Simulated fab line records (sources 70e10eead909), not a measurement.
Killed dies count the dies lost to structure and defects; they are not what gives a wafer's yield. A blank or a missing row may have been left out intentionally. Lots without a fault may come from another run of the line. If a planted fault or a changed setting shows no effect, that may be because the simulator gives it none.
fab line records -- flow nandHarc
record: lots: 11, wafers: 33, lastDay: 33
route steps=1302 shown A_SGD_CUT@919 A_SLIT@940 A_SIN_REMOVE@951 A_WL_FILL@952 END@1302
lots untouched by any fault: they come from a run of this same line in which no faults occurred
startH: the number of hours between the record's first day and the start of the first shown wafer of the lot -- waitH: hours from the lot's prior step to this one -- " the same as in the row above -- L1.1+2: one row covering several wafers at once -- - no value, or no start was given -- * or withheld: withheld -- < > ~ a bound
route shown NAME@n: NAME is a module with steps in the file, n the number in the route of the first one -- usual: mean and standard deviation over wafers with no fault -- same: alike in all rows -- chamber/n: place in a boat -- sites: each site's reading -- _std_site: how widely they spread, as a standard deviation -- _edge_site: inner sites' mean taken away from outer sites' mean -- radiusMm: how far each site lies from the wafer's centre -- mask NAME#n: copy n -- behind: the last tool/chamber to shape the wafer -- hold: why the lot went on hold/how many hours it stayed there/how the hold came to an end -- device: which transistor (n, p or np) failed to switch -- end of line: the tests these same wafers got at the end of their route -- a step given without rows: its recipe and nothing more -- killed: at the first sort, the dies lost to defects and structure; wafer yield is something else -- map: per-die view of a wafer (x killed, . not killed, _ where there is no die)
set.NAME: the setting the step ran with; set.NAME@STEP: the setting that earlier step ran with -- model.NAME: the simulator's own value behind a step, which no gauge read
route steps across a sampled set of lots; one table per step, one row per wafer
services: from which hour (startH, from the record's first day; less than 0 if before it) a tool's chamber was out of use, for how many hours, and why
== steps ==
step: NHARC_A_SGD_CUT_ETCHBACK_24
recipe: targetDepthA: 500, overEtchFrac: 0.3, timeS: 92.857, ionEnergyEv: 120, ch3fFlowSccm: 50, o2FlowSccm: 30, arFlowSccm: 200, rfW: 500, biasW: 100, chemistry: CH3F/O2
usual: drypumpMotorCurrentA: 6.1/0.41, oesProductAu: 0.97/0.036, rfVppV: 244.0/1.6, showerheadPlenumPTorr: 2.44/0.11, throttleValvePct: 20.662/0.0092
lot.wafer,tool,chamber,startH,waitH,drypumpMotorCurrentA,oesProductAu,rfHoursCounterH,rfVppV,showerheadPlenumPTorr,throttleValvePct
L415.2,rieDiel-02,3,454.96,0.1,6.1,0.91,3,242.4,2.35,20.662
L415.5,rieDiel-02,3,454.96,0.1,6.1,0.92,-,244.7,2.35,20.662
L415.6,rieDiel-02,0,454.96,0.1,6.6,0.93,-,244.3,2.44,20.658
L419.4,rieDiel-12,0,472.34,0.2,6.5,1.00,-,242.5,2.29,20.640
L419.6,rieDiel-12,2,472.34,0.2,5.2,1.00,-,246.9,2.62,20.674
L419.5,rieDiel-12,3,472.34,0.2,6.4,1.01,-,248.0,2.64,20.682
L423.2,rieDiel-12,2,537.55,0.2,5.2,0.99,3,245.6,2.62,20.670
L423.5,rieDiel-12,3,537.55,0.2,6.4,1.00,-,246.5,2.64,20.667
L423.6,rieDiel-12,0,537.55,0.2,6.5,0.99,-,242.4,2.29,20.661
L425.4,rieDiel-07,0,544.80,0.1,5.7,0.92,4,243.5,2.40,20.671
L425.6,rieDiel-07,0,544.80,0.1,5.7,0.93,-,244.2,2.40,20.661
L425.5,rieDiel-07,1,544.80,0.1,6.2,0.92,-,242.3,2.29,20.674
L428.1,rieDiel-07,2,571.96,0.1,6.0,1.00,6,244.5,2.46,20.664
L428.2,rieDiel-07,3,571.96,0.1,6.6,1.02,7,243.8,2.45,20.667
L428.3,rieDiel-07,1,571.96,0.1,6.2,1.00,7,242.1,2.29,20.673
L431.1,rieDiel-07,2,595.79,0.2,5.9,0.92,8,244.3,2.46,20.673
L431.5,rieDiel-07,0,595.79,0.2,5.7,0.92,-,243.7,2.40,20.674
L431.6,rieDiel-07,1,595.79,0.2,6.2,0.91,-,241.2,2.29,20.669
L433.1,rieDiel-02,0,618.58,0.2,6.6,0.98,1,243.5,2.43,20.650
L433.2,rieDiel-02,1,618.58,0.2,5.7,0.98,2,243.7,2.41,20.653
L433.5,rieDiel-02,1,618.58,0.2,5.7,0.97,-,243.3,2.41,20.668
L434.1,rieDiel-07,1,629.64,0.1,6.2,0.92,13,241.5,2.28,20.669
L434.3,rieDiel-07,2,629.64,0.1,6.0,0.92,13,244.9,2.46,20.658
L434.4,rieDiel-07,3,629.64,0.1,6.6,0.92,12,245.2,2.45,20.649
L435.2,rieDiel-12,0,643.98,0.1,6.5,0.94,1,242.4,2.29,20.658
L435.4,rieDiel-12,1,643.98,0.1,6.6,0.92,1,245.2,2.56,20.653
L435.6,rieDiel-12,0,643.98,0.1,6.5,0.93,-,242.0,2.29,20.649
L437.4,rieDiel-12,0,654.01,0.1,6.5,0.99,1,241.8,2.29,20.673
L437.1,rieDiel-12,1,654.01,0.1,6.6,0.97,1,245.8,2.56,20.667
L437.5,rieDiel-12,3,654.01,0.1,6.4,1.00,-,247.7,2.64,20.665
L438.1,rieDiel-12,0,673.81,0.1,6.5,0.99,2,242.2,2.29,20.665
L438.2,rieDiel-12,2,673.81,0.1,5.2,0.99,2,245.6,2.61,20.659
L438.3,rieDiel-12,3,673.81,0.1,6.4,0.99,2,247.3,2.64,20.670
step: NHARC_A_SLIT_ETCH_26
recipe: biasV: 400, sourceW: 2000, pressureMtorr: 25, timeS: 90, arFlowSccm: 375, c4f8FlowSccm: 41.7, o2FlowSccm: 83.3, targetDepthA: 4000, chemistry: C4F8/O2/Ar
usual: biasV: 400/3.9, drypumpMotorCurrentA: 5.8/0.66, showerheadPlenumPTorr: 3.75/0.12, throttleValvePct: 27.619/0.0094
lot.wafer,tool,chamber,startH,waitH,biasV,drypumpMotorCurrentA,rfHoursCounterH,showerheadPlenumPTorr,throttleValvePct
L415.2,harEtch-02,0,468.61,3.1,405,6.7,42,3.72,27.629
L415.6,harEtch-02,0,468.61,3.1,403,6.8,-,3.72,27.619
L415.5,harEtch-02,1,468.61,3.1,406,5.3,-,3.96,27.612
L419.4,harEtch-02,0,484.17,1.3,408,6.7,-,3.72,27.602
L419.6,harEtch-02,1,484.17,1.3,399,5.3,-,3.95,27.629
L419.5,harEtch-02,0,484.17,1.3,398,6.7,-,3.72,27.624
L423.2,harEtch-02,0,548.00,2.4,400,6.7,87,3.70,27.610
L423.6,harEtch-02,1,548.00,2.4,396,5.3,-,3.93,27.612
L423.5,harEtch-02,0,548.00,2.4,403,6.7,-,3.70,27.631
L425.4,harEtch-02,1,556.53,1.3,393,5.3,-,3.93,27.611
L425.6,harEtch-02,0,556.53,1.3,401,6.7,-,3.69,27.618
L425.5,harEtch-02,1,556.53,1.3,391,5.3,-,3.93,27.624
L428.2,harEtch-01,1,583.15,3.0,400,5.9,321,3.64,27.620
L428.1,harEtch-01,0,583.15,3.0,401,5.1,321,3.64,27.619
L428.3,harEtch-01,1,583.15,3.0,400,5.9,-,3.64,27.632
L431.1,harEtch-01,0,606.70,2.5,400,5.1,333,3.64,27.643
L431.6,harEtch-01,1,606.70,2.5,397,5.9,-,3.64,27.625
L431.5,harEtch-01,0,606.70,2.5,395,5.1,-,3.64,27.636
L433.1,harEtch-02,1,631.55,3.1,394,5.3,137,3.90,27.628
L433.2,harEtch-02,0,631.55,3.1,404,6.8,137,3.67,27.628
L433.5,harEtch-02,1,631.55,3.1,398,5.3,-,3.90,27.616
L434.1,harEtch-02,0,640.10,2.4,394,6.8,144,3.67,27.618
L434.4,harEtch-02,1,640.10,2.4,393,5.3,-,3.90,27.616
L434.3,harEtch-02,0,640.10,2.4,395,6.7,-,3.67,27.610
L435.2,harEtch-02,0,654.26,2.5,403,6.8,148,3.66,27.624
L435.4,harEtch-02,0,654.26,2.5,400,6.7,-,3.66,27.611
L435.6,harEtch-02,0,654.26,2.5,402,6.8,-,3.66,27.626
L437.1,harEtch-02,0,666.15,3.0,399,6.7,159,3.66,27.613
L437.4,harEtch-02,0,666.15,3.0,402,6.8,-,3.66,27.614
L437.5,harEtch-02,0,666.15,3.0,396,6.7,-,3.66,27.625
L438.2,harEtch-02,1,686.34,3.0,406,5.3,171,3.88,27.613
L438.1,harEtch-02,0,686.34,3.0,397,6.8,171,3.65,27.628
L438.3,harEtch-02,0,686.34,3.0,395,6.7,-,3.65,27.627
step: NHARC_A_SLIT_ETCH_29
recipe: targetDepthA: 1000, overetchA: 100, timeS: 55, ionEnergyEv: 100, cf4FlowSccm: 80, o2FlowSccm: 20, arFlowSccm: 0, rfW: 300, biasW: 100, chemistry: CF4/O2
usual: cf4FlowSccm: 80.00/0.24, drypumpMotorCurrentA: 5.8/0.41, oesProductAu: 1.005/0.01, rfVppV: 197.6/1.5, showerheadPlenumPTorr: 1.33/0.056, throttleValvePct: 13.398/0.01
lot.wafer,tool,chamber,startH,waitH,cf4FlowSccm,drypumpMotorCurrentA,oesProductAu,rfHoursCounterH,rfVppV,showerheadPlenumPTorr,throttleValvePct
L415.2,rieDiel-06,2,469.50,0.1,79.89,6.1,0.989,10,195.1,1.26,13.405
L415.5,rieDiel-06,0,469.50,0.1,80.06,5.3,0.995,-,197.0,1.31,13.406
L415.6,rieDiel-06,1,469.50,0.1,80.03,6.3,1.006,-,198.9,1.37,13.414
L419.4,rieDiel-10,3,484.96,0.1,79.41,5.5,0.998,4,199.2,1.41,13.403
L419.6,rieDiel-10,3,484.96,0.1,79.72,5.5,1.003,-,199.4,1.41,13.396
L419.5,rieDiel-10,0,484.96,0.1,80.28,6.4,0.998,-,199.8,1.39,13.391
L423.2,rieDiel-10,0,548.85,0.1,79.81,6.4,1.013,7,200.2,1.39,13.411
L423.5,rieDiel-10,0,548.85,0.1,79.77,6.4,0.997,-,198.9,1.39,13.402
L423.6,rieDiel-10,1,548.85,0.1,80.05,5.9,0.998,-,195.4,1.27,13.385
L425.4,rieDiel-06,2,557.33,0.1,80.11,6.1,1.018,3,196.7,1.26,13.387
L425.5,rieDiel-06,1,557.33,0.1,80.17,6.2,1.009,-,198.0,1.37,13.397
L425.6,rieDiel-06,2,557.33,0.1,80.12,6.1,1.006,-,194.1,1.26,13.374
L428.2,rieDiel-10,2,584.05,0.1,80.22,5.7,0.999,10,197.8,1.36,13.411
L428.1,rieDiel-10,3,584.05,0.1,79.83,5.5,0.999,10,199.9,1.41,13.405
L428.3,rieDiel-10,0,584.05,0.1,79.98,6.3,0.986,9,200.5,1.39,13.398
L431.1,rieDiel-03,1,607.56,0.1,79.89,6.3,0.989,6,198.5,1.33,13.401
L431.6,rieDiel-03,0,607.56,0.1,79.72,4.9,1.014,-,199.4,1.42,13.406
L431.5,rieDiel-03,1,607.56,0.1,79.62,6.3,0.994,-,195.8,1.33,13.394
L433.1,rieDiel-06,2,632.43,0.1,80.29,6.1,1.008,8,195.8,1.26,13.389
L433.2,rieDiel-06,0,632.43,0.1,79.85,5.3,1.003,13,197.4,1.30,13.392
L433.5,rieDiel-06,2,632.43,0.1,80.22,6.1,1.010,-,195.8,1.26,13.369
L434.1,rieDiel-10,1,640.97,0.1,79.94,5.9,1.008,1,196.0,1.27,13.403
L434.3,rieDiel-10,3,640.97,0.1,80.19,5.5,1.021,1,197.8,1.41,13.404
L434.4,rieDiel-10,3,640.97,0.1,80.23,5.5,1.018,-,199.5,1.41,13.401
L435.2,rieDiel-06,2,655.12,0.1,80.00,6.1,1.010,10,194.8,1.26,13.405
L435.4,rieDiel-06,0,655.12,0.1,80.23,5.3,1.004,14,197.5,1.30,13.400
L435.6,rieDiel-06,2,655.12,0.1,80.12,6.1,1.008,-,196.8,1.25,13.388
L437.4,rieDiel-10,3,667.04,0.1,79.88,5.5,1.023,3,199.6,1.41,13.386
L437.1,rieDiel-10,1,667.04,0.1,80.32,5.9,1.013,3,198.3,1.27,13.408
L437.5,rieDiel-10,2,667.04,0.1,80.49,5.7,1.016,-,198.8,1.36,13.399
L438.2,rieDiel-06,1,687.23,0.1,79.96,6.3,1.002,1,199.2,1.37,13.410
L438.1,rieDiel-06,2,687.23,0.1,80.16,6.1,1.001,1,197.4,1.26,13.378
L438.3,rieDiel-06,0,687.23,0.1,80.35,5.3,1.003,1,196.1,1.30,13.401
step: NHARC_A_SIN_REMOVE_INSPECT_04
usual: rawDefectCount: 339/63
lot.wafer,tool,chamber,startH,waitH,rawDefectCount
L415.2,defectInspect-02,-,476.65,0.0,437
L415.5,defectInspect-02,-,476.65,0.0,355
L415.6,defectInspect-02,-,476.65,0.0,376
L419.4,defectInspect-01,-,492.18,0.0,342
L419.5,defectInspect-01,-,492.18,0.0,330
L419.6,defectInspect-01,-,492.18,0.0,354
L423.2,defectInspect-02,-,555.69,0.0,647
L423.5,defectInspect-02,-,555.69,0.0,606
L423.6,defectInspect-02,-,555.69,0.0,575
L425.4,defectInspect-01,-,564.53,0.0,631
L425.5,defectInspect-01,-,564.53,0.0,638
L425.6,defectInspect-01,-,564.53,0.0,661
L428.1,defectInspect-02,-,591.19,0.0,341
L428.2,defectInspect-02,-,591.19,0.0,269
L428.3,defectInspect-02,-,591.19,0.0,383
L431.1,defectInspect-01,-,613.73,0.0,294
L431.5,defectInspect-01,-,613.73,0.0,301
L431.6,defectInspect-01,-,613.73,0.0,374
L433.1,defectInspect-01,-,639.60,0.0,305
L433.2,defectInspect-01,-,639.60,0.0,280
L433.5,defectInspect-01,-,639.60,0.0,302
L434.1,defectInspect-02,-,648.22,0.0,227
L434.3,defectInspect-02,-,648.22,0.0,354
L434.4,defectInspect-02,-,648.22,0.0,365
L435.2,defectInspect-02,-,662.28,0.1,277
L435.4,defectInspect-02,-,662.28,0.1,277
L435.6,defectInspect-02,-,662.28,0.1,285
L437.1,defectInspect-02,-,674.19,0.0,231
L437.4,defectInspect-02,-,674.19,0.0,267
L437.5,defectInspect-02,-,674.19,0.0,255
L438.1,defectInspect-02,-,694.37,0.0,227
L438.2,defectInspect-02,-,694.37,0.0,250
L438.3,defectInspect-02,-,694.37,0.0,300
step: NHARC_A_WL_FILL_ALD_00
recipe: targetThkA: 30, pulseTimeS: 3, aldCycles: 30, tempC: 300, material: Al2O3
usual: heaterPowerOuterW: 263/34, heaterPowerW: 473/56, precursorPulseHeightRel: 1.001/0.019
lot.wafer,tool,chamber,startH,waitH,heaterPowerOuterW,heaterPowerW,precursorPulseHeightRel
L415.2,aldHk-02,1,476.76,0.1,257,463,1.010
L415.6,aldHk-02,3,476.76,0.1,224,415,0.983
L415.5,aldHk-02,0,476.76,0.1,228,412,1.008
L419.4,aldHk-03,2,492.27,0.1,213,396,0.966
L419.5,aldHk-03,1,492.27,0.1,277,493,1.000
L419.6,aldHk-03,2,492.27,0.1,217,378,1.010
L423.2,aldHk-01,3,555.92,0.2,236,471,1.014
L423.5,aldHk-01,3,555.92,0.2,238,472,1.013
L423.6,aldHk-01,0,555.92,0.2,325,552,0.951
L425.4,aldHk-01,3,564.67,0.1,238,469,1.016
L425.5,aldHk-01,2,564.67,0.1,298,566,1.002
L425.6,aldHk-01,3,564.67,0.1,237,456,0.976
L428.3,aldHk-01,0,591.31,0.1,331,576,1.025
L428.2,aldHk-01,1,591.31,0.1,260,458,0.991
L428.1,aldHk-01,2,591.31,0.1,308,569,0.994
L431.1,aldHk-01,2,614.04,0.3,298,555,1.022
L431.6,aldHk-01,3,614.04,0.3,248,473,0.953
L431.5,aldHk-01,0,614.04,0.3,334,557,1.013
L433.1,aldHk-03,3,639.67,0.1,299,501,0.999
L433.2,aldHk-03,1,639.67,0.1,285,489,1.009
L433.5,aldHk-03,0,639.67,0.1,267,482,1.025
L434.3,aldHk-02,1,648.28,0.1,262,454,0.990
L434.1,aldHk-02,3,648.28,0.1,231,420,0.982
L434.4,aldHk-02,0,648.28,0.1,222,404,0.962
L435.2,aldHk-02,0,662.37,0.1,221,397,0.982
L435.4,aldHk-02,2,662.37,0.1,246,452,1.013
L435.6,aldHk-02,3,662.37,0.1,229,418,1.004
L437.4,aldHk-02,2,674.99,0.8,242,448,0.990
L437.1,aldHk-02,3,674.99,0.8,236,419,0.986
L437.5,aldHk-02,3,674.99,0.8,233,422,1.017
L438.2,aldHk-01,0,694.44,0.1,328,588,1.024
L438.1,aldHk-01,2,694.44,0.1,284,531,0.981
L438.3,aldHk-01,3,694.44,0.1,230,455,0.993
step: NHARC_END_SORT_01
recipe: tempC: 25
usual: killedAtArray: 57/18, killedAtOther: 0.9/1.3, killedAtPeriphery: 3.5/2.2, killedDies: 62/18, killedOpen: 3.0/1.7, killedShort: 2.3/1.5
same: grossDies: 677
lot.wafer,tool,chamber,startH,waitH,killedAtArray,killedAtOther,killedAtPeriphery,killedDies,killedOpen,killedShort
L423.2,prober-02,0,655.69,2.8,90,0,3,93,3,4
L423.5,prober-02,0,658.08,3.7,82,3,2,87,3,3
L423.6,prober-02,0,658.88,4.0,106,0,2,108,8,1
L425.4,prober-01,0,672.34,3.4,87,0,2,89,1,1
L425.5,prober-01,0,673.14,3.7,87,1,2,90,3,0
L425.6,prober-01,0,673.94,4.0,82,0,1,83,1,2
killed by level:class
L423.2 A_SLIT:unspecified=59 A_CHANNEL_HOLE_D2:chamberFilmFlake=16 A_BONDPAD:chamberFilmFlake=3 A_CHANNEL_HOLE_D1:chamberFilmFlake=2 A_WL_FILL:chamberFilmFlake=2 P_CONTACT:geometricParticle:open=1 A_ONON_D1:geometricParticle:short=1 A_CHANNEL_FILL_D1:geometricParticle:open=1
L423.5 A_SLIT:unspecified=64 A_CHANNEL_HOLE_D1:chamberFilmFlake=6 A_WL_FILL:chamberFilmFlake=3 A_CONTACT:chamberFilmFlake=2 P_M0:geometricParticle:open=1 A_DECK1_JOINT:geometricParticle:open=1 A_ONON_D2:geometricParticle:open=1 A_ONON_D2:geometricParticle:short=1
L423.6 A_SLIT:unspecified=74 A_CHANNEL_HOLE_D1:chamberFilmFlake=8 A_CHANNEL_HOLE_D2:chamberFilmFlake=8 A_BONDPAD:chamberFilmFlake=3 A_M1:geometricParticle:open=2 A_STAIRCASE:chamberFilmFlake=2 P_M0:geometricParticle:open=1 A_ONON_D2:geometricParticle:open=1
L425.4 A_SLIT:unspecified=71 A_CONTACT:chamberFilmFlake=8 A_CHANNEL_HOLE_D1:chamberFilmFlake=2 A_WL_FILL:chamberFilmFlake=2 P_M0:geometricParticle:open=1 A_M0:geometricParticle:short=1 P_ZERO_WELL:chamberFilmFlake=1 A_CHANNEL_FILL_D1:chamberFilmFlake=1
L425.5 A_SLIT:unspecified=71 A_CHANNEL_HOLE_D1:chamberFilmFlake=6 A_CONTACT:chamberFilmFlake=4 A_CHANNEL_FILL_D1:geometricParticle:open=1 A_CONTACT:geometricParticle:open=1 STARTING-WAFER:geometricParticle:open=1 P_ZERO_WELL:chamberFilmFlake=1 P_STI:chamberFilmFlake=1
L425.6 A_SLIT:unspecified=68 A_CONTACT:chamberFilmFlake=8 A_CHANNEL_FILL_D1:geometricParticle:short=1 A_DECK1_JOINT:geometricParticle:short=1 A_SGD_CUT:geometricParticle:open=1 A_WL_FILL:chamberFilmFlake=1 P_ZERO_WELL:chamberFilmFlake=1 A_CHANNEL_HOLE_D1:chamberFilmFlake=1
== services ==
tool,chamber,startH,hours,kind
rieDiel-07,1,440.05,2.4,repair
rieDiel-12,-,445.44,9.0,pm
rieDiel-10,1,454.11,22.9,repair
rieDiel-12,1,468.97,13.8,repair
rieDiel-07,-,471.25,9.0,pm
aldHk-01,-,474.67,10.0,pm
rieDiel-06,-,484.30,9.0,pm
rieDiel-12,1,486.41,3.3,repair
rieDiel-10,2,494.06,6.7,repair
rieDiel-12,0,499.39,4.0,repair
rieDiel-06,2,500.82,45.8,repair
rieDiel-10,0,514.99,2.9,repair
rieDiel-06,-,524.58,0.4,repair
rieDiel-06,0,584.98,8.0,repair
rieDiel-10,-,596.59,9.0,pm
rieDiel-12,2,599.80,17.9,repair
rieDiel-12,-,622.44,9.0,pm
rieDiel-10,0,626.01,6.2,repair
rieDiel-10,0,640.78,8.6,repair
aldHk-01,-,652.67,10.0,pm
rieDiel-06,-,661.30,9.0,pm
rieDiel-12,1,673.73,1.6,repair
rieDiel-10,1,682.60,15.9,repair
rieDiel-12,1,692.43,2.5,repair
== key ==
firstSign: step: NHARC_A_SIN_REMOVE_INSPECT_04, reading: rawDefectCount, direction: up, sigmas: 4.5, usual: 339, struck: 626
effect: step: NHARC_END_SORT_01, reading: killedAtArray, direction: up, sigmas: 1.8, usual: 57, struck: 89
moreKillsBornAt: NHARC_A_SLIT_ETCH_26@harEtch-02: 401
metAt NHARC_A_SLIT_ETCH_26
struckLots L423,L425
testerLeftOut L423,L425
notActingAt NHARC_A_SGD_CUT_ETCHBACK_24,NHARC_A_SLIT_ETCH_29,NHARC_A_WL_FILL_ALD_00
onsetBetween 484.17 548.00
fault: kind: chamberParticleSource, tool: harEtch-02, chamber: -, onsetH: 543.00, steps: NHARC_A_SLIT_ETCH_26, ratePerVisitCm2: 0.58285, endH: 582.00
testerLeftOut: of these lots the tester's yield and bins aren't shown, on N5 and GAA mostly nor the transistor test; their killed dies are dies lost to structure and defects alone, not to doping, threshold or leakage, so they don't give the yield
